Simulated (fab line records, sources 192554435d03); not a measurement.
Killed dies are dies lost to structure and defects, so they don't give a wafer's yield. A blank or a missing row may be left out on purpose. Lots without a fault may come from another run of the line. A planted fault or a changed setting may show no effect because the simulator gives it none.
fab line records | flow n5_finfet
record lots=5 wafers=15 last_day=18
route steps=1938 shown BEOL_M10@1479
lots that met no fault: from a run of the same line without faults
start_h: hours from the record's first day to the start of the lot's first wafer shown | wait_h: hours since the lot's step before | " the same as in the row above | L1.1+2: a row that stands for several wafers | - no value, or no start given | * or withheld: withheld | < > ~ a bound
route shown NAME@n: a module of which the file shows steps, and the number in the route of the first | usual: mean/standard deviation of fault-free wafers | same: alike in all rows | chamber/n: place in a boat | sites: the reading at each site | _std_site: their standard deviation | _edge_site: outer sites' mean less inner sites' | radius_mm: how far each site lies from the wafer's centre | mask NAME#n: copy n | behind: the tool/chamber that last shaped the wafer | hold: why the lot was held/for how many hours/how that ended | device: the transistor (n, p or np) that didn't switch | end of line: the same wafers' tests at the end of the route | a step without rows: its recipe alone | killed: dies lost to structure and defects at the first sort, not the wafer's yield | map: a wafer's dies, x killed, . not, _ none there
set.NAME: the setting as run; set.NAME@STEP: as run at that earlier step | model.NAME: the simulator's own value behind a step, which no gauge read
lots at some steps of the route; a table a step, a row a wafer
services: from which hour (start_h, from the record's first day; less than 0 if before it) a tool's chamber was out of use, for how many hours, and why
## steps
# step N5_BEOL_M10_SOFTBAKE_06
# recipe temp_c=110 time_s=60 resist=CAR-ArF
# same time_s=60
# columns lot.wafer tool chamber start_h wait_h
L078.1+2+5 litho_track-02 0 - -
L083.1+2+4 litho_track-02 0 - -
L089.1+3+4 litho_track-02 0 - -
L095.1+2+4 litho_track-01 0 - -
L096.3+5+6 litho_track-01 0 - -
# step N5_BEOL_M10_EXPOSE_08
# recipe mask_id=M10 na=1.35 source_shape=dipole sigma_inner=0.411 sigma_outer=0.611 polarization=te dose_mj=53.75
# same na=1.35
# columns lot.wafer tool chamber start_h wait_h mask
L078.1+2+5 arfi_scanner-02 0 263.69 - M10#0
L083.1+2+4 arfi_scanner-03 0 273.04 - M10#0
L089.1+3+4 arfi_scanner-01 0 331.24 - M10#0
L095.1+2+4 arfi_scanner-03 0 362.14 - M10#0
L096.3+5+6 arfi_scanner-03 0 377.65 - M10#0
# step N5_BEOL_M10_PEB_09
# recipe peb_temp_c=withheld peb_time_s=60 resist=CAR-ArF
# columns lot.wafer tool chamber start_h wait_h
L078.1+2+5 litho_track-01 0 263.76 0.1
L083.1+2+4 litho_track-03 0 273.10 0.1
L089.1+3+4 litho_track-02 0 331.30 0.1
L095.1+2+4 litho_track-02 0 362.20 0.1
L096.3+5+6 litho_track-03 0 377.70 0.0
# step N5_BEOL_M10_DEVELOP_10
# recipe develop_time_s=30 developer=TMAH resist=CAR-ArF rinse_liquid=diw dry=air_spin dev_temp_c=23
# columns lot.wafer tool chamber start_h wait_h
L078.1+2+5 litho_track-01 0 - -
L083.1+2+4 litho_track-03 0 - -
L089.1+3+4 litho_track-02 0 - -
L095.1+2+4 litho_track-02 0 - -
L096.3+5+6 litho_track-03 0 - -
# step N5_BEOL_M10_CD_MEAS_11
# recipe target_cd_nm=64.1 landing_energy_ev=500 detector=se_inlens polarity=opening
# usual cd_nm=64.1/0.55
# same landing_energy_ev=500
# columns lot.wafer tool chamber start_h wait_h cd_nm
L078.1 cd_sem-03 0 263.82 - 64.1
L078.2 " 0 " " 64.0
L078.5 " 0 " " 64.2
L083.1 cd_sem-01 0 273.17 - 63.5
L083.2 " 0 " " 63.3
L083.4 " 0 " " 63.3
L089.1 cd_sem-03 0 331.37 - 64.2
L089.3 " 0 " " 64.0
L089.4 " 0 " " 63.6
L095.1 cd_sem-01 0 362.27 - 64.2
L095.2 " 0 " " 63.5
L095.4 " 0 " " 64.2
L096.3 cd_sem-02 0 377.76 - 62.7
L096.5 " 0 " " 63.4
L096.6 " 0 " " 63.5
# step N5_BEOL_M10_OVL_MEAS_12
# recipe points_per_wafer=44
# usual M10_OVL=0.5/0.76
# columns lot.wafer tool chamber start_h wait_h M10_OVL[nm]
L078.1 overlay-01 0 263.85 0.0 0.4
L078.2 " 0 " " -0.7
L078.5 " 0 " " -0.7
L083.1 overlay-01 0 273.20 0.0 0.2
L083.2 " 0 " " 0.6
L083.4 " 0 " " 0.7
L089.1 overlay-01 0 331.40 0.0 -0.6
L089.3 " 0 " " -0.3
L089.4 " 0 " " -1.5
L095.1 overlay-01 0 362.30 0.0 0.5
L095.2 " 0 " " 1.9
L095.4 " 0 " " 0.6
L096.3 overlay-02 0 377.79 0.0 1.1
L096.5 " 0 " " 1.4
L096.6 " 0 " " 1.7
# step N5_BEOL_M10_INSPECT_13
# recipe mode=adi inspect_instrument=brightfield
# usual raw_defect_count=445/100
# columns lot.wafer tool chamber start_h wait_h raw_defect_count
L078.1 defect_inspect-01 - 263.88 0.0 341
L078.2 " - " " 340
L078.5 " - " " 278
L083.1 defect_inspect-02 - 273.22 0.0 324
L083.2 " - " " 594
L083.4 " - " " 391
L089.1 defect_inspect-01 - 331.42 0.0 362
L089.3 " - " " 372
L089.4 " - " " 288
L095.1 defect_inspect-02 - 362.32 0.0 430
L095.2 " - " " 426
L095.4 " - " " 415
L096.3 defect_inspect-01 - 377.82 0.0 476
L096.5 " - " " 494
L096.6 " - " " 573
# step N5_BEOL_M10_DESCUM_16
# recipe chemistry=O2 time_s=7.9 source_power_w=50 bias_power_w=20 pressure_mtorr=20 rf_frequency_hz=2.712e+07 temp_c=40 resist=CAR-ArF o2_flow_sccm=225
# usual drypump_motor_current_A=5.7/0.4 oes_product_au=0.79/0.091 rf_vpp_V=243.0/1.5 showerhead_plenum_p_Torr=2.08/0.076 throttle_valve_pct=20.46/0.25
# same time_s=7.9
# columns lot.wafer tool chamber start_h wait_h drypump_motor_current_A oes_product_au rf_hours_counter_h rf_vpp_V showerhead_plenum_p_Torr throttle_valve_pct
L078.1 rie_diel-01 0 263.91 0.0 5.5 0.71 206 243.8 2.15 20.37
L078.2 " 1 " " 5.3 0.68 246 241.0 1.99 21.10
L078.5 " 3 " " 5.4 0.69 - 243.5 2.08 20.58
L083.1 rie_diel-01 3 273.25 0.0 5.5 0.71 227 244.4 2.07 20.58
L083.2 " 0 " " 5.5 0.71 209 244.2 2.14 20.39
L083.4 " 1 " " 5.3 0.68 249 241.4 1.99 21.13
L089.1 rie_diel-01 0 331.88 0.5 5.5 0.68 237 243.6 2.13 20.43
L089.3 " 2 " " 5.8 0.95 1 243.7 2.06 20.22
L089.4 " 0 " " 5.5 0.68 - 244.4 2.13 20.42
L095.1 rie_diel-03 0 362.36 0.0 5.4 0.69 248 241.9 1.99 20.66
L095.2 " 2 " " 5.7 0.82 78 244.6 2.20 20.46
L095.4 " 3 " " 6.6 0.75 141 246.2 2.18 20.32
L096.3 rie_diel-06 1 377.94 0.1 5.5 0.82 83 242.4 2.01 19.99
L096.5 " 0 " " 6.5 0.72 - 240.9 2.00 20.62
L096.6 " 1 " " 5.4 0.82 - 243.2 2.01 19.99
# step N5_BEOL_M10_ETCH_61
# recipe chemistry=CF4 target=SiARC target_depth_a=390 mask_material=CAR-ArF time_s=65 ion_energy_ev=80 pressure_mtorr=40 source_w=545 bias_w=36 Ar_flow_sccm=100 cf4_flow_sccm=100 ends=cleared
# usual drypump_motor_current_A=5.7/0.4 etch_rf_on_time_s=65.6/1.4 mfc_ar_sccm=99.99/0.29 oes_product_au=0.67/0.079 rf_vpp_V=184.0/1.2 showerhead_plenum_p_Torr=2.13/0.074 throttle_valve_pct=15.63/0.24
# columns lot.wafer tool chamber start_h wait_h drypump_motor_current_A etch_rf_on_time_s mfc_ar_sccm oes_product_au rf_hours_counter_h rf_vpp_V showerhead_plenum_p_Torr throttle_valve_pct
L078.1 rie_diel-01 0 263.95 0.0 5.5 67.2 100.22 0.60 206 184.5 2.21 15.73
L078.2 " 1 " " 5.4 64.4 99.71 0.59 246 182.4 2.03 16.22
L078.5 " 3 " " 5.5 65.3 99.95 0.60 - 185.0 2.10 15.63
L083.1 rie_diel-01 3 273.29 0.0 5.5 65.3 99.87 0.59 227 183.5 2.10 15.62
L083.2 " 0 " " 5.5 67.7 100.26 0.59 209 187.1 2.21 15.75
L083.4 " 1 " " 5.3 63.7 99.39 0.60 249 181.9 2.03 16.21
L089.1 rie_diel-01 0 331.92 0.0 5.5 66.5 99.46 0.59 237 185.7 2.20 15.81
L089.3 " 2 " " 5.8 64.8 100.23 0.83 1 182.4 2.11 15.35
L089.4 " 0 " " 5.5 66.6 99.85 0.59 - 183.5 2.20 15.79
L095.1 rie_diel-03 0 362.39 0.0 5.3 66.2 99.87 0.58 248 182.1 2.03 15.82
L095.2 " 2 " " 5.7 65.2 100.37 0.70 78 185.5 2.26 15.71
L095.4 " 3 " " 6.6 68.4 99.95 0.64 141 184.8 2.22 15.50
L096.3 rie_diel-06 1 377.97 0.0 5.4 64.9 100.24 0.70 83 184.0 2.06 15.23
L096.5 " 0 " " 6.5 67.3 100.11 0.60 - 182.5 2.05 15.79
L096.6 " 1 " " 5.4 64.7 100.58 0.69 - 184.7 2.06 15.23
# step N5_BEOL_M10_ETCH_62
# recipe chemistry=N2/H2 target=SOC target_depth_a=1100 overetch_a=220 mask_material=SiARC temp_c=40 time_s=165 ion_energy_ev=200 pressure_mtorr=30 source_w=840 bias_w=150 n2_flow_sccm=200 h2_flow_sccm=200
# usual drypump_motor_current_A=5.7/0.4 oes_product_au=0.67/0.073 rf_vpp_V=523.6/2.7 showerhead_plenum_p_Torr=2.53/0.09 throttle_valve_pct=17.87/0.22
# same time_s=165
# columns lot.wafer tool chamber start_h wait_h drypump_motor_current_A oes_product_au rf_hours_counter_h rf_vpp_V showerhead_plenum_p_Torr throttle_valve_pct
L078.1 rie_diel-01 0 264.00 0.0 5.5 0.61 206 526.3 2.63 18.01
L078.2 " 1 " " 5.3 0.58 246 520.0 2.40 18.43
L078.5 " 3 " " 5.5 0.60 - 523.0 2.50 17.82
L083.1 rie_diel-01 3 273.34 0.0 5.5 0.59 227 523.0 2.50 17.84
L083.2 " 0 " " 5.5 0.61 209 524.5 2.63 18.02
L083.4 " 1 " " 5.3 0.59 249 518.3 2.40 18.42
L089.1 rie_diel-01 0 331.97 0.0 5.5 0.59 237 524.9 2.62 18.05
L089.3 " 2 " " 5.8 0.83 1 522.0 2.51 17.54
L089.4 " 0 " " 5.5 0.59 - 525.5 2.62 18.06
L095.1 rie_diel-03 0 362.44 0.0 5.3 0.58 248 521.1 2.39 17.95
L095.2 " 2 " " 5.7 0.70 78 529.3 2.68 17.92
L095.4 " 3 " " 6.6 0.66 141 526.9 2.64 17.59
L096.3 rie_diel-06 1 378.02 0.0 5.5 0.69 83 522.5 2.47 17.58
L096.5 " 0 " " 6.5 0.61 - 519.1 2.42 17.89
L096.6 " 1 " " 5.5 0.69 - 521.2 2.47 17.58
# step N5_BEOL_M10_STRIP_68
# recipe chemistry=N2/H2 temp_c=40 n2_flow_sccm=200 h2_flow_sccm=200 rf_frequency_hz=6e+07
# columns lot.wafer tool chamber start_h wait_h
L078.1+2+5 rie_diel-01 0,1,3 264.13 0.1
L083.1+2+4 rie_diel-01 3,0,1 273.47 0.1
L089.1+3+4 rie_diel-01 0,2,0 332.11 0.1
L095.1+2+4 rie_diel-03 0,2,3 362.58 0.1
L096.3+5+6 rie_diel-06 1,0,1 378.16 0.1
# step N5_BEOL_M10_STRIP_67
# recipe chemistry=CF4 resist=SiARC power_w=300 bias_power_w=75 pressure_mtorr=50 cf4_flow_sccm=150 rf_frequency_hz=6e+07
# usual drypump_motor_current_A=5.7/0.4 oes_product_au=0.79/0.086 rf_vpp_V=271.0/1.5 showerhead_plenum_p_Torr=1.79/0.06 throttle_valve_pct=13.61/0.25
# columns lot.wafer tool chamber start_h wait_h drypump_motor_current_A oes_product_au rf_hours_counter_h rf_vpp_V showerhead_plenum_p_Torr throttle_valve_pct
L078.1 rie_diel-01 0 264.14 0.0 5.5 0.72 206 272.6 1.85 13.70
L078.2 " 1 " " 5.3 0.69 246 269.5 1.71 14.20
L078.5 " 3 " " 5.5 0.70 - 268.7 1.76 13.60
L083.1 rie_diel-01 3 273.48 0.0 5.5 0.70 227 269.8 1.76 13.62
L083.2 " 0 " " 5.5 0.72 209 273.1 1.85 13.74
L083.4 " 1 " " 5.3 0.69 249 268.7 1.70 14.20
L089.1 rie_diel-01 0 332.12 0.0 5.5 0.70 237 272.0 1.85 13.79
L089.3 " 2 " " 5.8 0.98 1 270.1 1.77 13.30
L089.4 " 0 " " 5.5 0.69 - 271.3 1.84 13.81
L095.1 rie_diel-03 0 362.59 0.0 5.3 0.69 248 270.6 1.70 13.84
L095.2 " 2 " " 5.7 0.82 79 272.9 1.89 13.66
L095.4 " 3 " " 6.6 0.77 141 274.0 1.85 13.48
L096.3 rie_diel-06 1 378.17 0.0 5.5 0.82 83 270.2 1.73 13.20
L096.5 " 0 " " 6.5 0.71 - 269.7 1.72 13.79
L096.6 " 1 " " 5.5 0.83 - 269.9 1.73 13.23
# step N5_BEOL_M10_HM_OPEN_17
# recipe chemistry=Cl2/BCl3 target_depth_a=200 overetch_a=60 target=TiN mask_material=SOC ion_energy_ev=150 pressure_mtorr=10 icp_w=1000 bias_w=126 Cl2_flow_sccm=53.25 bcl3_flow_sccm=21.75 Ar_flow_sccm=25
# usual drypump_motor_current_A=5.67/0.25 mfc_ar_sccm=25.01/0.086 oes_product_au=0.70/0.096 throttle_valve_pct=22.22/0.28
# columns lot.wafer tool chamber start_h wait_h drypump_motor_current_A mfc_ar_sccm oes_product_au rf_hours_counter_h throttle_valve_pct
L078.1 rie_metal-01 0 264.18 0.0 5.55 24.85 0.72 20 21.98
L078.2 " 1 " " 5.39 25.06 0.57 79 22.55
L078.5 " 0 " " 5.57 24.87 0.73 - 21.97
L083.1 rie_metal-02 0 273.53 0.0 5.81 25.04 0.80 5 22.38
L083.2 " 1 " " 5.92 24.94 0.51 121 22.64
L083.4 " 1 " " 5.91 25.04 0.52 - 22.63
L089.1 rie_metal-02 0 332.22 0.1 5.77 25.06 0.74 12 22.40
L089.3 " 1 " " 5.90 25.02 0.79 - 22.29
L089.4 " 0 " " 5.81 25.03 0.76 - 22.38
L095.1 rie_metal-03 1 362.63 0.0 5.25 24.98 0.69 36 21.96
L095.2 " 0 " " 5.93 25.02 0.72 17 21.86
L095.4 " 0 " " 5.93 24.95 0.73 - 21.85
L096.3 rie_metal-01 1 378.24 0.1 5.38 25.08 0.57 - 22.56
L096.5 " 0 " " 5.51 24.98 0.70 - 22.01
L096.6 " 1 " " 5.41 25.09 0.57 - 22.57
# step N5_BEOL_M10_STRIP_19
# recipe chemistry=O2 power_w=400 temp_c=40 pressure_mtorr=30 rf_frequency_hz=6e+07 bias_power_w=0 overash_fraction=0.2 o2_flow_sccm=225
# usual drypump_motor_current_A=5.7/0.42 oes_product_au=0.80/0.088 rf_vpp_V=3.7/0.59 showerhead_plenum_p_Torr=2.10/0.081 throttle_valve_pct=16.70/0.23
# columns lot.wafer tool chamber start_h wait_h drypump_motor_current_A oes_product_au rf_hours_counter_h rf_vpp_V showerhead_plenum_p_Torr throttle_valve_pct
L078.1 rie_diel-01 0 264.30 0.1 5.5 0.72 206 4.4 2.15 16.66
L078.2 " 1 " " 5.3 0.69 246 3.4 2.00 17.34
L078.5 " 3 " " 5.5 0.70 - 5.0 2.08 16.81
L083.1 rie_diel-03 0 273.64 0.1 5.3 0.70 213 3.5 2.01 16.88
L083.2 " 3 " " 6.6 0.78 108 4.1 2.19 16.54
L083.4 " 2 " " 5.7 0.86 44 2.6 2.21 16.63
L089.1 rie_diel-06 1 332.40 0.2 5.5 0.84 66 3.8 2.02 16.22
L089.3 " 2 " " 5.4 0.88 46 5.5 2.14 16.53
L089.4 " 0 " " 6.5 0.73 182 4.6 2.01 16.82
L095.1 rie_diel-06 0 362.74 0.1 6.5 0.71 195 3.9 2.00 16.84
L095.2 " 1 " " 5.4 0.82 78 4.8 2.01 16.27
L095.4 " 3 " " 5.6 0.79 88 4.4 2.01 16.82
L096.3 rie_diel-03 3 378.38 0.1 6.6 0.75 147 4.2 2.18 16.59
L096.5 " 3 " " 6.6 0.74 - 4.6 2.18 16.60
L096.6 " 1 " " 5.7 0.89 - 2.6 2.13 16.66
# step N5_BEOL_M10_CD_MEAS_18
# recipe pitch_nm=140 target_cd_nm=70
# usual cd_nm=70.0/0.63
# columns lot.wafer tool chamber start_h wait_h cd_nm
L078.1 cd_sem-02 - 264.37 0.0 70.6
L078.2 " - " " 70.4
L078.5 " - " " 70.2
L083.1 cd_sem-01 - 273.71 0.0 68.8
L083.2 " - " " 69.5
L083.4 " - " " 69.2
L089.1 cd_sem-02 - 332.47 0.0 69.7
L089.3 " - " " 70.1
L089.4 " - " " 69.2
L095.1 cd_sem-03 - 362.81 0.0 69.4
L095.2 " - " " 69.6
L095.4 " - " " 70.2
L096.3 cd_sem-03 - 378.45 0.1 68.8
L096.5 " - " " 68.8
L096.6 " - " " 69.3
# step N5_BEOL_M10_COAT_63
# recipe resist=SOC temp_c=250 time_s=60 spin_rpm=1500 resist_thk_nm=100
# same time_s=60
# columns lot.wafer tool chamber start_h wait_h
L078.1+2+5 litho_track-03 0 266.62 2.2
L083.1+2+4 litho_track-01 0 274.67 1.0
L089.1+3+4 litho_track-03 0 333.48 1.0
L095.1+2+4 litho_track-01 0 362.85 0.0
L096.3+5+6 litho_track-03 0 379.77 1.3
# step N5_BEOL_M10_COAT_64
# recipe resist=SiARC temp_c=220 time_s=60 spin_rpm=1500 resist_thk_nm=30
# same time_s=60
# columns lot.wafer tool chamber start_h wait_h
L078.1+2+5 litho_track-03 0 - -
L083.1+2+4 litho_track-01 0 - -
L089.1+3+4 litho_track-03 0 - -
L095.1+2+4 litho_track-01 0 - -
L096.3+5+6 litho_track-03 0 - -
# step N5_BEOL_M10_COAT_22
# recipe resist=CAR-ArF spin_rpm=1500 resist_thk_nm=90
# columns lot.wafer tool chamber start_h wait_h
L078.1+2+5 litho_track-03 0 - -
L083.1+2+4 litho_track-01 0 - -
L089.1+3+4 litho_track-03 0 - -
L095.1+2+4 litho_track-01 0 - -
L096.3+5+6 litho_track-03 0 - -
# step N5_BEOL_M10_EBR_24
# recipe solvent=PGMEA ebr_width_mm=1.5
# same ebr_width_mm=1.5
# columns lot.wafer tool chamber start_h wait_h
L078.1+2+5 litho_track-03 0 - -
L083.1+2+4 litho_track-01 0 - -
L089.1+3+4 litho_track-03 0 - -
L095.1+2+4 litho_track-01 0 - -
L096.3+5+6 litho_track-03 0 - -
# step N5_BEOL_M10_SOFTBAKE_23
# recipe temp_c=110 time_s=60 resist=CAR-ArF
# same time_s=60
# columns lot.wafer tool chamber start_h wait_h
L078.1+2+5 litho_track-03 0 - -
L083.1+2+4 litho_track-01 0 - -
L089.1+3+4 litho_track-03 0 - -
L095.1+2+4 litho_track-01 0 - -
L096.3+5+6 litho_track-03 0 - -
# step N5_BEOL_M10_EXPOSE_25
# recipe mask_id=V9 na=1.35 source_shape=annular sigma_inner=0.5 sigma_outer=0.8 polarization=unpolarized dose_mj=85.5
# same na=1.35
# columns lot.wafer tool chamber start_h wait_h mask
L078.1+2+5 arfi_scanner-01 0 267.01 - V9#0
L083.1+2+4 arfi_scanner-02 0 274.92 - V9#0
L089.1+3+4 arfi_scanner-02 0 333.72 - V9#0
L095.1+2+4 arfi_scanner-03 0 362.96 - V9#0
L096.3+5+6 arfi_scanner-01 0 380.02 - V9#0
# step N5_BEOL_M10_PEB_26
# recipe peb_temp_c=withheld peb_time_s=60 resist=CAR-ArF
# columns lot.wafer tool chamber start_h wait_h
L078.1+2+5 litho_track-02 0 267.07 0.1
L083.1+2+4 litho_track-01 0 274.98 0.1
L089.1+3+4 litho_track-01 0 333.78 0.1
L095.1+2+4 litho_track-03 0 363.03 0.1
L096.3+5+6 litho_track-02 0 380.08 0.0
# step N5_BEOL_M10_DEVELOP_27
# recipe develop_time_s=30 developer=TMAH resist=CAR-ArF rinse_liquid=diw dry=air_spin dev_temp_c=23
# columns lot.wafer tool chamber start_h wait_h
L078.1+2+5 litho_track-02 0 - -
L083.1+2+4 litho_track-01 0 - -
L089.1+3+4 litho_track-01 0 - -
L095.1+2+4 litho_track-03 0 - -
L096.3+5+6 litho_track-02 0 - -
# step N5_BEOL_M10_CD_MEAS_28
# recipe target_cd_nm=70 landing_energy_ev=500 detector=se_inlens polarity=opening
# usual cd_nm=70.3/1
# same landing_energy_ev=500
# columns lot.wafer tool chamber start_h wait_h cd_nm
L078.1 cd_sem-01 0 267.14 - 70.4
L078.2 " 0 " " 69.8
L078.5 " 0 " " 71.4
L083.1 cd_sem-02 0 275.05 - 69.3
L083.2 " 0 " " 68.5
L083.4 " 0 " " 68.6
L089.1 cd_sem-02 0 333.85 - 69.4
L089.3 " 0 " " 68.9
L089.4 " 0 " " 71.0
L095.1 cd_sem-03 0 363.10 - 69.6
L095.2 " 0 " " 69.5
L095.4 " 0 " " 71.0
L096.3 cd_sem-02 0 380.15 - 69.8
L096.5 " 0 " " 70.2
L096.6 " 0 " " 69.4
# step N5_BEOL_M10_OVL_MEAS_29
# recipe points_per_wafer=44
# usual V9_OVL=0.0/0.78
# columns lot.wafer tool chamber start_h wait_h V9_OVL[nm]
L078.1 overlay-02 0 267.17 0.0 -1.5
L078.2 " 0 " " -1.1
L078.5 " 0 " " -0.8
L083.1 overlay-02 0 275.08 0.0 -0.2
L083.2 " 0 " " 0.4
L083.4 " 0 " " -0.5
L089.1 overlay-01 0 333.88 0.0 0.2
L089.3 " 0 " " 0.3
L089.4 " 0 " " 0.7
L095.1 overlay-01 0 363.13 0.0 -0.6
L095.2 " 0 " " 0.7
L095.4 " 0 " " 1.6
L096.3 overlay-01 0 380.17 0.0 -0.3
L096.5 " 0 " " 0.2
L096.6 " 0 " " 0.3
# step N5_BEOL_M10_INSPECT_30
# recipe mode=adi inspect_instrument=brightfield
# usual raw_defect_count=441/96
# columns lot.wafer tool chamber start_h wait_h raw_defect_count
L078.1 defect_inspect-01 - 267.19 0.0 353
L078.2 " - " " 324
L078.5 " - " " 268
L083.1 defect_inspect-02 - 275.10 0.0 326
L083.2 " - " " 581
L083.4 " - " " 383
L089.1 defect_inspect-02 - 333.91 0.0 397
L089.3 " - " " 405
L089.4 " - " " 286
L095.1 defect_inspect-01 - 363.15 0.0 414
L095.2 " - " " 383
L095.4 " - " " 377
L096.3 defect_inspect-01 - 380.20 0.0 461
L096.5 " - " " 505
L096.6 " - " " 600
# step N5_BEOL_M10_DESCUM_33
# recipe chemistry=O2 time_s=7.9 source_power_w=50 bias_power_w=20 pressure_mtorr=20 rf_frequency_hz=2.712e+07 temp_c=40 resist=CAR-ArF o2_flow_sccm=225
# usual drypump_motor_current_A=5.6/0.35 oes_product_au=0.80/0.097 rf_vpp_V=243.1/1.5 showerhead_plenum_p_Torr=2.09/0.08 throttle_valve_pct=20.49/0.25
# same time_s=7.9
# columns lot.wafer tool chamber start_h wait_h drypump_motor_current_A oes_product_au rf_hours_counter_h rf_vpp_V showerhead_plenum_p_Torr throttle_valve_pct
L078.1 rie_diel-06 1 267.23 0.0 5.5 0.86 44 241.3 2.02 19.93
L078.2 " 2 " " 5.4 0.91 25 242.5 2.14 20.32
L078.5 " 3 " " 5.5 0.84 - 241.6 2.02 20.53
L083.1 rie_diel-01 2 275.14 0.0 5.8 0.66 238 243.8 2.06 20.62
L083.2 " 3 " " 5.5 0.71 228 242.4 2.07 20.57
L083.4 " 0 " " 5.5 0.71 210 244.5 2.14 20.38
L089.1 rie_diel-01 2 333.94 0.0 5.8 0.93 2 242.2 2.06 20.21
L089.3 " 0 " " 5.5 0.69 238 245.5 2.13 20.41
L089.4 " 0 " " 5.5 0.68 - 244.4 2.13 20.43
L095.1 rie_diel-06 1 363.23 0.1 5.5 0.83 79 241.6 2.01 19.98
L095.2 " 2 " " 5.3 0.86 58 242.7 2.13 20.37
L095.4 " 3 " " 5.5 0.80 88 241.8 2.01 20.58
L096.3 rie_diel-01 2 380.29 0.1 5.8 0.88 25 242.2 2.05 20.23
L096.5 " 2 " " 5.8 0.88 - 243.8 2.05 20.24
L096.6 " 1 " " 5.3 0.90 - 245.5 2.24 20.81
# step N5_BEOL_M10_ETCH_65
# recipe chemistry=CF4 target=SiARC target_depth_a=390 mask_material=CAR-ArF time_s=65 ion_energy_ev=80 pressure_mtorr=40 source_w=545 bias_w=36 Ar_flow_sccm=100 cf4_flow_sccm=100 ends=cleared
# usual drypump_motor_current_A=5.6/0.35 etch_rf_on_time_s=65.5/1.5 mfc_ar_sccm=99.98/0.3 oes_product_au=0.68/0.087 rf_vpp_V=184.2/1.2 showerhead_plenum_p_Torr=2.14/0.077 throttle_valve_pct=15.64/0.23
# columns lot.wafer tool chamber start_h wait_h drypump_motor_current_A etch_rf_on_time_s mfc_ar_sccm oes_product_au rf_hours_counter_h rf_vpp_V showerhead_plenum_p_Torr throttle_valve_pct
L078.1 rie_diel-06 1 267.26 0.0 5.5 65.0 100.14 0.74 44 183.2 2.07 15.15
L078.2 " 2 " " 5.4 65.3 99.65 0.77 25 183.2 2.17 15.32
L078.5 " 3 " " 5.5 64.5 99.95 0.73 - 183.1 2.09 15.79
L083.1 rie_diel-01 2 275.17 0.0 5.8 67.2 100.07 0.57 238 182.1 2.11 15.83
L083.2 " 3 " " 5.5 65.2 99.64 0.60 228 184.2 2.10 15.63
L083.4 " 0 " " 5.5 67.1 100.30 0.60 210 185.6 2.21 15.74
L089.1 rie_diel-01 2 333.97 0.0 5.8 65.7 99.98 0.81 2 185.0 2.11 15.34
L089.3 " 0 " " 5.5 67.5 99.60 0.58 238 185.2 2.20 15.81
L089.4 " 0 " " 5.5 67.2 99.95 0.58 - 184.4 2.20 15.78
L095.1 rie_diel-06 1 363.26 0.0 5.5 64.7 99.90 0.70 79 184.6 2.06 15.21
L095.2 " 2 " " 5.4 64.7 99.63 0.73 58 183.9 2.16 15.40
L095.4 " 3 " " 5.6 64.6 100.33 0.69 88 182.7 2.08 15.86
L096.3 rie_diel-01 2 380.33 0.0 5.8 66.1 99.92 0.76 25 185.1 2.10 15.40
L096.5 " 2 " " 5.8 66.0 99.83 0.76 - 183.9 2.10 15.41
L096.6 " 1 " " 5.3 63.8 100.27 0.77 - 185.3 2.27 15.80
# step N5_BEOL_M10_ETCH_66
# recipe chemistry=N2/H2 target=SOC target_depth_a=1200 overetch_a=240 mask_material=SiARC temp_c=40 time_s=180 ion_energy_ev=200 pressure_mtorr=30 source_w=840 bias_w=150 n2_flow_sccm=200 h2_flow_sccm=200
# usual drypump_motor_current_A=5.6/0.35 oes_product_au=0.65/0.077 rf_vpp_V=523.9/2.8 showerhead_plenum_p_Torr=2.54/0.095 throttle_valve_pct=17.88/0.22
# same time_s=180
# columns lot.wafer tool chamber start_h wait_h drypump_motor_current_A oes_product_au rf_hours_counter_h rf_vpp_V showerhead_plenum_p_Torr throttle_valve_pct
L078.1 rie_diel-06 1 267.31 0.0 5.5 0.70 44 522.1 2.49 17.51
L078.2 " 2 " " 5.4 0.72 25 525.7 2.59 17.64
L078.5 " 3 " " 5.5 0.68 - 521.8 2.48 18.08
L083.1 rie_diel-01 2 275.22 0.0 5.8 0.55 238 524.2 2.51 18.01
L083.2 " 3 " " 5.5 0.56 228 523.7 2.50 17.83
L083.4 " 0 " " 5.6 0.58 210 526.1 2.63 18.02
L089.1 rie_diel-01 2 334.02 0.0 5.8 0.78 2 522.7 2.51 17.55
L089.3 " 0 " " 5.5 0.56 238 526.1 2.62 18.07
L089.4 " 0 " " 5.5 0.56 - 525.3 2.62 18.05
L095.1 rie_diel-06 1 363.31 0.0 5.5 0.67 79 521.1 2.47 17.56
L095.2 " 2 " " 5.4 0.69 58 524.4 2.58 17.69
L095.4 " 3 " " 5.6 0.65 88 520.7 2.46 18.11
L096.3 rie_diel-01 2 380.38 0.0 5.8 0.72 25 522.5 2.50 17.59
L096.5 " 2 " " 5.8 0.72 - 523.5 2.50 17.58
L096.6 " 1 " " 5.3 0.72 - 528.3 2.70 18.06
# step N5_BEOL_M10_STRIP_69
# recipe chemistry=N2/H2 temp_c=40 n2_flow_sccm=200 h2_flow_sccm=200 rf_frequency_hz=6e+07
# columns lot.wafer tool chamber start_h wait_h
L078.1+2+5 rie_diel-06 1,2,3 267.43 0.1
L083.1+2+4 rie_diel-01 2,3,0 275.33 0.1
L089.1+3+4 rie_diel-01 2,0,0 334.14 0.1
L095.1+2+4 rie_diel-06 1,2,3 363.43 0.1
L096.3+5+6 rie_diel-01 2,2,1 380.49 0.1
## services
# columns tool chamber start_h hours kind
arfi_scanner-03 - 239.90 1.0 pm
arfi_scanner-03 - 240.90 3.9 pm
rie_diel-06 2 254.76 7.2 repair
arfi_scanner-02 - 264.82 0.8 pm
arfi_scanner-02 - 269.50 1.3 pm
arfi_scanner-01 - 270.22 6.0 repair
arfi_scanner-01 - 278.71 3.0 pm
arfi_scanner-03 - 286.60 0.3 repair
arfi_scanner-02 - 288.95 3.9 pm
arfi_scanner-01 - 290.28 1.0 pm
arfi_scanner-03 - 294.10 1.3 repair
arfi_scanner-03 - 313.40 1.0 pm
rie_diel-03 1 331.23 10.9 repair
arfi_scanner-03 - 335.02 1.0 repair
arfi_scanner-01 - 336.77 0.8 pm
arfi_scanner-02 - 337.40 5.3 repair
arfi_scanner-03 - 341.15 1.3 pm
arfi_scanner-01 - 342.45 1.3 pm
rie_diel-01 0 343.61 9.4 repair
arfi_scanner-02 - 351.76 0.3 repair
rie_diel-01 1 360.24 5.1 repair
rie_diel-06 - 364.60 2.4 repair
arfi_scanner-03 - 366.19 4.9 pm
arfi_scanner-03 - 378.73 0.8 pm
## key
fault none
